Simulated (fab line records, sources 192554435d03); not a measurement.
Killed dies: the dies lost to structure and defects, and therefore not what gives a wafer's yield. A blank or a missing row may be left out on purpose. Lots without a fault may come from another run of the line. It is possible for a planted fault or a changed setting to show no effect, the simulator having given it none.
What tool caused it?    flow n5_finfet    6 lots (14 wafers sampled), 1 step of a 1938-step route

== WHAT THE GAUGES READ, wafer by wafer ==
N5_BEOL_M2_CD_MEAS_18: pitch 36 nm, target cd 18 nm.
lot   measured      on         cd_nm (nm)
L372  day 7 08:17   cd_sem-01  18.3 18.0 19.2
L376  day 8 06:56   cd_sem-01  17.5 17.0
L378  day 8 22:08   cd_sem-03  18.3 18.3
L381  day 9 12:40   cd_sem-02  18.2 18.4
L386  day 10 20:57  cd_sem-02  17.5 17.9
L389  day 11 16:56  cd_sem-01  17.9 17.3 17.0

== EACH LOT AND THE TOOL THAT RAN IT (in order: tool; ch and the chambers of the sampled wafers; start) ==
No process step before these readings appears in the record.

== THE ANSWER, worked out from the rows above alone ==
Rule: the lots themselves supply what counts as usual. The widest of any qualifying gaps counts: lots, ordered by their means at a reading, are off when they make up no more than a third of the lots, leave a main group of 4 or more, and stand apart from it by 3 or more times the standard deviation of that group's means. A main group is skipped when, at the precision printed for the reading in the tables above, its means are all equal. A lot without any number at a reading at which 4 lots or more have one is off too. Any other lot the step has rows for is counted as sound.
None of the lots is off at any reading shown; this tells nothing.

== WHAT HAD BEEN PUT IN BY THE SIMULATOR ==
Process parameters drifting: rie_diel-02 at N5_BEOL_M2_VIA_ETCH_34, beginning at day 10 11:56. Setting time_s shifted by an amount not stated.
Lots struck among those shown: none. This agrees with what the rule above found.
